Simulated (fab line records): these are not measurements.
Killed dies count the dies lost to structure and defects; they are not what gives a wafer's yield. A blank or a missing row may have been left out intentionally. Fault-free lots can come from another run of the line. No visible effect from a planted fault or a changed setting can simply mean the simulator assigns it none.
Split-lot experiment ; flow n5 finfet ; 21 wafers read from 7 lots, route of 1938 steps

== THE SPLIT ITSELF ==
At N5_BEOL_M8_TRENCH_ETCH_37 (etches SiCOH lowk in C4F6/O2, target depth 93.478 nm, time 31.2 s), the setting time s was moved away from the recipe's 31.2 s on 8 of the 21 wafers read, by -11.0% to +18.1%. For the rest of the wafers, this setting stayed at what the recipe calls for.

== FROM THE SPLIT TO THE READING: what the file shows between them, 12 steps ==
- N5_BEOL_M8_ETCH_41: etches SiCN in CH3F/O2, target depth 31.9 nm, time 57.8 s
- N5_BEOL_M8_STRIP_80: strips in N2/H2, time 10 s
- N5_BEOL_M8_OCD_MEAS_38
- N5_BEOL_M8_ALD_77: deposits TaN, target thk 2 nm, pulse time 2 s, purge time 3 s (also split here: purge time s)
- N5_BEOL_M8_SURFACE_TREAT_79
- N5_BEOL_M8_CVD_78: deposits Co from CCTBA/H2, target thk 2 nm, time 142.3 s
- N5_BEOL_M8_ECD_50: material Cu, target thk 300 nm
- N5_BEOL_M8_ANNEAL_51: time 90 s
- N5_BEOL_M8_CMP_52: polishes, stops on SiCOH lowk, t overpolish 6.9 s, target thk 80 nm
- N5_BEOL_M8_THK_MEAS_53: measures by xrf
- N5_BEOL_M8_PRE_CLEAN_55: time 15 s
- N5_BEOL_M8_DEP_56: deposits SiCN from 3MS/NH3, target thk 10 nm, time 17.5 s

== THE READING ==
M8_RS in ohm/sq, measured at N5_BEOL_M8_RS_MEAS_57 by four-point-probe. On this fab line, fault-free wafers typically give 0.290 ohm/sq with a standard deviation of 0.0076 ohm/sq.

wafer;tool, chamber at the split;time s as run, s;against the recipe;M8_RS, ohm/sq;against lot-mates on the recipe
L076.1;rie diel-01, 2;31.2;recipe;0.292;-
L076.3;rie diel-01, 3;31.2;recipe;0.285;-
L076.5;rie diel-01, 0;31.2;recipe;0.289;-
L078.3;rie diel-06, 1;31.2;recipe;0.283;-
L078.4;rie diel-06, 0;31.2;recipe;0.279;-
L078.6;rie diel-06, 2;28.33;-9.2%;0.338;+0.057
L077.2;rie diel-05, 2;31.2;recipe;0.297;-
L077.3;rie diel-05, 3;31.2;recipe;0.285;-
L077.6;rie diel-05, 2;33.95;+8.8%;0.257;-0.034
L080.3;rie diel-05, 1;31.2;recipe;0.292;-
L080.4;rie diel-05, 3;31.2;recipe;0.295;-
L080.5;rie diel-05, 0;31.2;recipe;0.286;-
L083.3;rie diel-06, 0;31.2;recipe;0.290;-
L083.5;rie diel-06, 3;27.76;-11.0%;0.346;+0.056
L083.6;rie diel-06, 0;27.76;-11.0%;0.333;+0.043
L086.1;rie diel-01, 2;35.55;+13.9%;0.253;-0.051
L086.3;rie diel-01, 3;35.55;+13.9%;0.243;-0.061
L086.5;rie diel-01, 0;31.2;recipe;0.304;-
L091.1;rie diel-01, 0;36.86;+18.1%;0.238;-0.063
L091.3;rie diel-01, 2;36.86;+18.1%;0.236;-0.065
L091.4;rie diel-01, 0;31.2;recipe;0.301;-

FIT RESULTS
A straight line over all 21 wafers: M8_RS changes by -0.00349 ohm/sq for each +1% of time s; r = -0.96; the points scatter about the line by 0.0082 ohm/sq.
The same after taking each lot's own level away (the mean of its wafers on the recipe; 21 wafers): -0.00406 ohm/sq for each +1%; r = -0.98; scatter 0.0064 ohm/sq.
Per that fit: largest time s move, reading shift of 0.074 ohm/sq.
From 0.2810 to 0.3040 ohm/sq: that is the span of the lots' own levels, equal to 3.0 times the standard deviation above.
Hence the slope depends on the lot-to-lot level, as the two fits are not the same.
Check: for one of the wafers moved furthest among these (+18.1%), held out of the fit, the line's prediction against its lot-mates is -0.0738 ohm/sq. It came out at -0.063 ohm/sq against them.

== OTHER SPLITS APPLIED TO THESE WAFERS ==
These wafers also went through other splits before the reading. Each is held against what the fit with the lots' levels taken away leaves over:
other split on the same wafers;wafers away from the commonest value;r with M8_RS (lot level and that fit taken away)
N5_BEOL_M7_DESCUM_33 time s;6;+0.20
N5_BEOL_M8_ALD_77 purge time s;1;+0.09

== THE WHOLE CHAIN: every reading that the file lists as answering this split, in the file's order ==
step;what it does;reading;change (the file's fit);r (the file's)
N5_BEOL_M8_TRENCH_ETCH_37;etches SiCOH lowk in C4F6/O2, target depth 93.478 nm, time 31.2 s;BEOL_M8.feature depth nm (the simulator's own value, which no gauge read);+0.965 nm for each +1% of the setting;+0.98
N5_BEOL_M8_TRENCH_ETCH_37;etches SiCOH lowk in C4F6/O2, target depth 93.478 nm, time 31.2 s;etch.depth nm (the simulator's own value, which no gauge read);+0.96 nm for each +1% of the setting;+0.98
N5_BEOL_M8_OCD_MEAS_38;;trench depth nm;+0.945 nm for each +1% of the setting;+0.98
N5_BEOL_M8_CMP_52;polishes, stops on SiCOH lowk, t overpolish 6.9 s, target thk 80 nm;Cu_of_BEOL_M8_ECD_50.thk nm (the simulator's own value, which no gauge read);+1.01 nm for each +1% of the setting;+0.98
N5_BEOL_M8_THK_MEAS_53;measures by xrf;M8_THK;+1.02 for each +1% of the setting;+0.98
N5_BEOL_M8_RS_MEAS_57;measures by four-point-probe;M8_RS;-0.00411 for each +1% of the setting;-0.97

== THE FILE'S OWN FIT ==
M8_RS changes by -0.00411 ohm/sq for each +1% of time s, r = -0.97.
